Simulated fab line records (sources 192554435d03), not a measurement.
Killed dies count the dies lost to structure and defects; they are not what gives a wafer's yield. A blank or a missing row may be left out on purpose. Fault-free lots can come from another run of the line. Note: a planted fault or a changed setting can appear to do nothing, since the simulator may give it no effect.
Which tool did it? / flow n5 finfet / 9 lots, 25 wafers sampled, at 6 steps of a route of 1938

WHAT THE GAUGES SHOWED, per wafer
N5_BEOL_M4_RC_MEAS_101.
lot=L784; measured=day 10 11:47; on=prober-02; DIBL_N (mV/V)=36.0 37.7 38.3
lot=L786; measured=day 10 19:10; on=prober-02; DIBL_N (mV/V)=34.9 35.4 36.6
lot=L787; measured=day 11 01:40; on=prober-02; DIBL_N (mV/V)=36.6 37.0 36.9
lot=L788; measured=day 11 11:25; on=prober-02; DIBL_N (mV/V)=36.1 36.5 35.3
lot=L792; measured=day 12 01:18; on=prober-02; DIBL_N (mV/V)=37.9 38.1 38.1
lot=L794; measured=day 12 23:46; on=prober-02; DIBL_N (mV/V)=35.7 36.7 36.8
lot=L795; measured=day 13 02:02; on=prober-02; DIBL_N (mV/V)=37.5 38.3 36.6
lot=L796; measured=day 13 02:28; on=prober-01; DIBL_N (mV/V)=36.9 36.0
lot=L799; measured=day 14 08:17; on=prober-02; DIBL_N (mV/V)=35.0 35.2

TOOL THAT RAN EACH LOT (tool first, then ch and the chambers of the sampled wafers, then the start)
lot=L784; N5_FIN_SAQP_PECVD_48=pecvd-02 ch 0,2, day 2 05:28; N5_FIN_SAQP_RECESS_75=vapor etch-02 ch 0,1, day 2 06:48; N5_FIN_SAQP_SPACER1_ALD_24=ald sin-03 ch 0,2,3, day 2 07:14; N5_FIN_SAQP_MANDREL1_REMOVE_56=rie si-02 ch 1,2,3, day 2 08:04; N5_FIN_SAQP_ETCH_57=rie diel-04 ch 1,2,3, day 2 08:26
lot=L786; N5_FIN_SAQP_PECVD_48=pecvd-03 ch 0,1,2, day 2 14:35; N5_FIN_SAQP_RECESS_75=vapor etch-02 ch 0,1, day 2 16:03; N5_FIN_SAQP_SPACER1_ALD_24=ald sin-03 ch 2,3, day 2 16:26; N5_FIN_SAQP_MANDREL1_REMOVE_56=rie si-02 ch 0,3, day 2 17:14; N5_FIN_SAQP_ETCH_57=rie diel-06 ch 1,2,3, day 2 17:24
lot=L787; N5_FIN_SAQP_PECVD_48=pecvd-01 ch 1,2, day 2 20:46; N5_FIN_SAQP_RECESS_75=vapor etch-01 ch 0,1, day 2 22:13; N5_FIN_SAQP_SPACER1_ALD_24=ald sin-03 ch 0,1,2, day 2 23:35; N5_FIN_SAQP_MANDREL1_REMOVE_56=rie si-02 ch 1,2, day 3 00:24; N5_FIN_SAQP_ETCH_57=rie diel-01 ch 2,3, day 3 00:43
lot=L788; N5_FIN_SAQP_PECVD_48=pecvd-01 ch 0,2, day 3 02:44; N5_FIN_SAQP_RECESS_75=vapor etch-01 ch 0,1, day 3 04:19; N5_FIN_SAQP_SPACER1_ALD_24=ald sin-04 ch 1,2, day 3 04:34; N5_FIN_SAQP_MANDREL1_REMOVE_56=rie si-02 ch 1,2, day 3 05:23; N5_FIN_SAQP_ETCH_57=rie diel-04 ch 0,3, day 3 05:44
lot=L792; N5_FIN_SAQP_PECVD_48=pecvd-03 ch 0,1, day 4 04:07; N5_FIN_SAQP_RECESS_75=vapor etch-02 ch 0,1, day 4 05:33; N5_FIN_SAQP_SPACER1_ALD_24=ald sin-01 ch 0,2, day 4 07:09; N5_FIN_SAQP_MANDREL1_REMOVE_56=rie si-02 ch 2,3, day 4 07:58; N5_FIN_SAQP_ETCH_57=rie diel-04 ch 0,2,3, day 4 08:07
lot=L794; N5_FIN_SAQP_PECVD_48=pecvd-03 ch 0,2, day 4 14:52; N5_FIN_SAQP_RECESS_75=vapor etch-02 ch 0, day 4 16:23; N5_FIN_SAQP_SPACER1_ALD_24=ald sin-03 ch 1,2, day 4 17:23; N5_FIN_SAQP_MANDREL1_REMOVE_56=rie si-02 ch 0,2, day 4 18:11; N5_FIN_SAQP_ETCH_57=rie diel-01 ch 0,2,3, day 4 18:21
lot=L795; N5_FIN_SAQP_PECVD_48=pecvd-01 ch 0,1,2, day 4 21:10; N5_FIN_SAQP_RECESS_75=vapor etch-02 ch 0,1, day 4 23:37; N5_FIN_SAQP_SPACER1_ALD_24=ald sin-03 ch 1,3, day 5 01:43; N5_FIN_SAQP_MANDREL1_REMOVE_56=rie si-04 ch 0,2,3, day 5 02:37; N5_FIN_SAQP_ETCH_57=rie diel-01 ch 0,1,2, day 5 02:46
lot=L796; N5_FIN_SAQP_PECVD_48=pecvd-03 ch 0,2, day 5 03:01; N5_FIN_SAQP_RECESS_75=vapor etch-02 ch 0, day 5 04:34; N5_FIN_SAQP_SPACER1_ALD_24=ald sin-04 ch 1,2, day 5 05:51; N5_FIN_SAQP_MANDREL1_REMOVE_56=rie si-02 ch 1,2, day 5 06:41; N5_FIN_SAQP_ETCH_57=rie diel-01 ch 1,3, day 5 06:51
lot=L799; N5_FIN_SAQP_PECVD_48=pecvd-03 ch 0,1, day 5 21:05; N5_FIN_SAQP_RECESS_75=vapor etch-01 ch 0,1, day 5 22:31; N5_FIN_SAQP_SPACER1_ALD_24=ald sin-04 ch 0,2, day 5 23:01; N5_FIN_SAQP_MANDREL1_REMOVE_56=rie si-01 ch 0,3, day 5 23:49; N5_FIN_SAQP_ETCH_57=rie diel-06 ch 0,1, day 5 23:59
- N5_FIN_SAQP_PECVD_48: deposits SiNx from SiH4/NH3/N2, target thk 25 nm, time 22.1 s.
- N5_FIN_SAQP_RECESS_75: chemistry HF/NH3, target SiO2, target depth 14.4 nm, afs cycles 3, sublimation time 60 s.
- N5_FIN_SAQP_SPACER1_ALD_24: deposits SiO2, target thk 20.3 nm, pulse time 1 s, purge time 2 s.
- N5_FIN_SAQP_MANDREL1_REMOVE_56: chemistry HBr/Cl2/O2, target a-Si, stops on SiNx, bt time 10 s.
- N5_FIN_SAQP_ETCH_57: etches SiNx in CH3F/O2, target depth 32.5 nm, time 46.4 s.

THE ANSWER, worked out from the rows above alone
Rule: the usual values come from the lots themselves. Put in order of their means at a reading, lots are off if they are a third of the lots or fewer, leave a main group of 4 or more, and stand apart from it by a gap of 3 or more times the standard deviation of the main group's means; of several such gaps the widest counts. The tables above print the reading to a certain number of digits; a main group whose means all agree to those digits is not used. Also off: a lot with no number at a reading for which 4 or more lots have one. Where the step has rows for the other lots, those lots are counted as sound.
Nothing can be told from this: no lot is off at any reading shown.

WHAT WAS PUT IN BY THE SIMULATOR
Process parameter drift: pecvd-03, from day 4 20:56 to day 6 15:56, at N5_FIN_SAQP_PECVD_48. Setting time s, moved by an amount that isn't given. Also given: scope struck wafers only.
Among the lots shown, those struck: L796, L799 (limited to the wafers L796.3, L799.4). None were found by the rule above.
